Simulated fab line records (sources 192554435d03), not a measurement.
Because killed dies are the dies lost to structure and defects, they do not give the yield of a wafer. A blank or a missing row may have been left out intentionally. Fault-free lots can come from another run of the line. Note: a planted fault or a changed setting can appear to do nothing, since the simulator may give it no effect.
A lot that was struck, set against a sound lot | flow n5-finfet | 30 out of 1938 route steps
Sound: these wafers, L815.2, L815.4. Struck: wafers L812.3, L812.5. (L812.4 of the same lot was not struck and is left out.) The cause comes at the end.
Order at every step that has rows: each side's tool, ch and its chambers, its first start. Under that, the readings that differ: sound wafers | struck wafers | difference of the means | sigmas: that difference in standard deviations of wafers without a fault.
alike: words and numbers the same on both sides, and readings whose means are apart by under 2 such deviations; not compared: readings that were withheld, readings missing a value for some wafer, numbers with overlapping values and no deviation given by the record, and bounds like >300 which may hide the same value.
A row with sigmas, a row that says differs or no value, or rows on one side alone: a step with any of these is where the two part. Numbers that don't overlap but have no deviation are shown without sigmas and don't part them. A reading missing from all wafers of one side parts the sides only when that side holds two or more wafers.

first, 5 steps without rows for these wafers: N5_BEOL_M13_SOFTBAKE_05 (time 60 s); N5_BEOL_M13_EXPOSE_07 (exposes mask V12); N5_BEOL_M13_PEB_08 (peb time 90 s); N5_BEOL_M13_DEVELOP_09 (develop time 45 s); N5_BEOL_M13_HARDBAKE_14 (time 120 s).
N5_BEOL_M13_CD_MEAS_10: target cd 190 nm.
  sound on cd-sem-02 ch 0, day 15 08:11; struck on cd-sem-01 ch 0, day 14 06:26
  alike: cd-nm
N5_BEOL_M13_OVL_MEAS_11:
  sound on overlay-01 ch 0, day 15 08:13; struck on overlay-02 ch 0, day 14 06:28
  alike: V12_OVL
N5_BEOL_M13_INSPECT_12: inspects for defects (macro).
  sound on defect-inspect-02 at day 15 08:14; struck on defect-inspect-02 at day 14 06:29
  alike: raw-defect-count
N5_BEOL_M13_DESCUM_15: chemistry O2, time 7.9 s.
  sound on rie-diel-04 ch 0,3, day 15 08:16; struck on rie-diel-01 ch 1, day 14 06:31
  reading               | sound     | struck    | difference | sigmas
  oes-product-au (a.u.) | 0.71 1.01 | 0.69 0.69 | -0.17      | -2
  alike: drypump-motor-current-A, rf-vpp-V, showerhead-plenum-p-Torr, throttle-valve-pct
  not compared: rf-hours-counter-h
N5_BEOL_M13_ETCH_59: etches BARC in N2/H2, target depth 89 nm, overetch 26.7 nm, time 67.9 s.
  sound on rie-diel-04 ch 0,3, day 15 08:18; struck on rie-diel-01 ch 1, day 14 06:33
  reading               | sound     | struck    | difference | sigmas
  oes-product-au (a.u.) | 0.60 0.85 | 0.58 0.58 | -0.15      | -2
  alike: drypump-motor-current-A, rf-vpp-V, showerhead-plenum-p-Torr, throttle-valve-pct
  not compared: rf-hours-counter-h
N5_BEOL_M13_VIA_ETCH_16: etches SiOC in C4F8/O2/Ar, target depth 921.7 nm.
  sound on rie-diel-04 ch 0,3, day 15 08:21; struck on rie-diel-01 ch 1, day 14 06:36
  alike: drypump-motor-current-A, mfc-ar-sccm, oes-product-au, rf-vpp-V, showerhead-plenum-p-Torr, throttle-valve-pct
N5_BEOL_M13_STRIP_63: strips in N2/H2.
  sound on plasma-asher-02 ch 1, day 15 08:35; struck on plasma-asher-01 ch 0, day 14 06:52
  reading            | sound   | struck  | difference | sigmas
  heater-power-w (W) | 359 348 | 311 308 | -44        | -2
  alike: drypump-motor-current-A, oes-product-au, strip-time-to-endpoint-s
  not compared: rf-hours-counter-h
N5_BEOL_M13_STRIP_64: strips in N2/H2.
  sound on plasma-asher-02 ch 1, day 15 08:39; struck on plasma-asher-01 ch 0, day 14 06:55
  reading            | sound   | struck  | difference | sigmas
  heater-power-w (W) | 356 359 | 312 307 | -48        | -3
  alike: drypump-motor-current-A, oes-product-au, strip-time-to-endpoint-s
  not compared: rf-hours-counter-h
then, 2 steps without rows for these wafers: N5_BEOL_M13_STRIP_71 (strips in post etch residue remover, time 60 s); N5_BEOL_M13_SRD_72 (time 30 s, dry time 30 s).
N5_BEOL_M13_CD_MEAS_17: target cd 190 nm.
  sound on cd-sem-03 at day 15 08:48; struck on cd-sem-01 at day 14 07:03
  alike: cd-nm
then, 9 steps without rows for these wafers: N5_BEOL_M13_COAT_65 (time 60 s, resist thk 350 nm); N5_BEOL_M13_COAT_66 (time 60 s, resist thk 110 nm); N5_BEOL_M13_COAT_22 (resist thk 300 nm); N5_BEOL_M13_EBR_24; N5_BEOL_M13_SOFTBAKE_23 (time 60 s); N5_BEOL_M13_EXPOSE_25 (exposes mask M13, target cd 210 nm); N5_BEOL_M13_PEB_26 (peb time 90 s); N5_BEOL_M13_DEVELOP_27 (develop time 45 s); N5_BEOL_M13_HARDBAKE_32 (time 120 s).
N5_BEOL_M13_CD_MEAS_28: target cd 209.5 nm.
  sound on cd-sem-03 ch 0, day 15 09:15; struck on cd-sem-03 ch 0, day 14 07:30
  alike: cd-nm
N5_BEOL_M13_OVL_MEAS_29:
  sound on overlay-01 ch 0, day 15 09:17; struck on overlay-02 ch 0, day 14 07:32
  alike: M13_OVL
N5_BEOL_M13_INSPECT_30: inspects for defects (macro).
  sound on defect-inspect-02 at day 15 09:18; struck on defect-inspect-02 at day 14 07:33
  reading          | sound | struck    | difference | sigmas
  raw-defect-count | 4 1   | >300 >300 | differs    |
N5_BEOL_M13_DESCUM_33: chemistry O2, time 7.9 s.
  sound on rie-diel-03 ch 1,3, day 15 09:20; struck on rie-diel-01 ch 1, day 14 07:49
  alike: drypump-motor-current-A, oes-product-au, rf-vpp-V, showerhead-plenum-p-Torr, throttle-valve-pct
  not compared: rf-hours-counter-h
N5_PASSIVATION_PROBE_49:
  rows exist in the record for the struck wafers here (prober-01, day 15 13:27), but not for the sound ones

## WHERE THEY PART
Earliest at N5_BEOL_M13_DESCUM_15; latest, in this record, at N5_PASSIVATION_PROBE_49.

WHY: what had been put in by the simulator
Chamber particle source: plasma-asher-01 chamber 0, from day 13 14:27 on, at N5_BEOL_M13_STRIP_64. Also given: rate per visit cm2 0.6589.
